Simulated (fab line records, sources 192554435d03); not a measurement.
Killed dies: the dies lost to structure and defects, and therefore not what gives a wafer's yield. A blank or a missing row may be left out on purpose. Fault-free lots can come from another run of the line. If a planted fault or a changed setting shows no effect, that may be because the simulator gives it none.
Comparing a struck lot with a sound one + flow n5 finfet + 20 steps out of a route of 1938
Sound: the wafers L840.2, L840.3, L840.5. Wafers struck: L839.1, L839.2, L839.3. At the end, the cause is stated.
For every step that has rows: the tool of each side, followed by ch and its chambers, followed by its first start. Under that, the readings that differ: sound wafers + struck wafers + difference of the means + sigmas: that difference in standard deviations of wafers without a fault.
alike: readings with means less than 2 such deviations apart, plus words and numbers identical on both sides. not compared: withheld readings, readings lacking a value on some wafer, bounds such as >300 that could conceal the same value, and numbers that have no deviation in the record and whose values overlap.
The two part at a step that has a row with sigmas, a row that says differs or no value, or rows on one side only. Non-overlapping numbers with no deviation appear without sigmas and do not part them. A reading that every wafer of one side lacks parts them only if that side has two wafers or more.

first, 8 steps without rows for these wafers: N5_BEOL_M8_CMP_52 (polishes, stops on SiCOH lowk, t overpolish 6.9 s, target thk 80 nm); N5_BEOL_M8_PRE_CLEAN_55 (time 15 s); N5_BEOL_M8_DEP_56 (deposits SiCN from 3MS/NH3, target thk 10 nm, time 17.5 s); N5_BEOL_M9_ILD_DEP_00 (deposits SiCOH lowk from DEMS/porogen, target thk 308.51 nm, time 58 s); N5_BEOL_M9_CURE_71 (cures SiCOH lowk, time 240 s); N5_BEOL_M9_PECVD_70 (deposits SiO2 from TEOS/O2, target thk 20 nm, time 22.7 s); N5_BEOL_M9_HM_DEP_02 (deposits TiN, target thk 20 nm); N5_BEOL_M9_COAT_59 (time 60 s, resist thk 100 nm).
N5_BEOL_M9_COAT_60: time 60 s, resist thk 30 nm.
  sound on litho track-02 ch 0, day 14 15:22; struck on litho track-03 ch 0, day 14 04:58
| reading                                    | sound                | struck               | difference | sigmas |
|--------------------------------------------|----------------------|----------------------|------------|--------|
| spin speed rpm (rpm)                       | 1501.0 1499.9 1500.7 | 1426.8 1425.4 1426.5 | -74.3      | -74    |
| model.SiARC_of_BEOL_M9_COAT_60.thk nm (nm) | 30 30 30             | 31 30.8 30.8         | +1         |        |
  alike: heater power total W
then, 7 steps without rows for these wafers: N5_BEOL_M9_COAT_05 (resist thk 90 nm); N5_BEOL_M9_EBR_07; N5_BEOL_M9_SOFTBAKE_06 (time 60 s); N5_BEOL_M9_EXPOSE_08 (exposes mask M9); N5_BEOL_M9_PEB_09 (peb time 60 s); N5_BEOL_M9_DEVELOP_10 (develop time 30 s); N5_BEOL_M9_DESCUM_16 (chemistry O2, time 7.9 s).
N5_BEOL_M9_ETCH_61: etches SiARC in CF4, target depth 39 nm, time 65 s.
  sound on rie diel-03 ch 0,1,3, day 14 16:02; struck on rie diel-05 ch 0,2,3, day 14 05:27
| reading                                      | sound             | struck            | difference | sigmas |
|----------------------------------------------|-------------------|-------------------|------------|--------|
| model.etch.depth nm (nm)                     | 29.96 29.98 30.03 | 30.93 30.88 30.73 | +0.86      |        |
| model.CAR-ArF_of_BEOL_M9_COAT_05.thk nm (nm) | 55 55.2 55.4      | 54.8 54.4 54.6    | -0.6       |        |
  alike: drypump motor current A, etch rf on time s, mfc ar sccm, oes product au, rf vpp V, showerhead plenum p Torr, throttle valve pct
  not compared: rf hours counter h
N5_BEOL_M9_ETCH_62: etches SOC in N2/H2, target depth 110 nm, overetch 22 nm, time 165 s.
  sound on rie diel-03 ch 0,1,3, day 14 16:05; struck on rie diel-05 ch 0,2,3, day 14 05:30
| reading                                    | sound          | struck         | difference | sigmas |
|--------------------------------------------|----------------|----------------|------------|--------|
| model.SiARC_of_BEOL_M9_COAT_60.thk nm (nm) | 23.4 23.8 23.6 | 24.4 24.2 24.2 | +0.7       |        |
  alike: drypump motor current A, h2 flow sccm, oes product au, rf vpp V, showerhead plenum p Torr, throttle valve pct
  not compared: rf hours counter h
then, 2 steps without rows for these wafers: N5_BEOL_M9_STRIP_68 (strips in N2/H2); N5_PASSIVATION_PROBE_49.

WHERE THEY PART
Only at N5_BEOL_M9_COAT_60, as far as this record shows. Later steps at which nothing parts them and some readings are alike: N5_BEOL_M9_ETCH_61, N5_BEOL_M9_ETCH_62.

WHY: what had been put in by the simulator
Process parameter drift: litho track-03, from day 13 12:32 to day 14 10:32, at N5_BEOL_M9_COAT_60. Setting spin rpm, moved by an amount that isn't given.
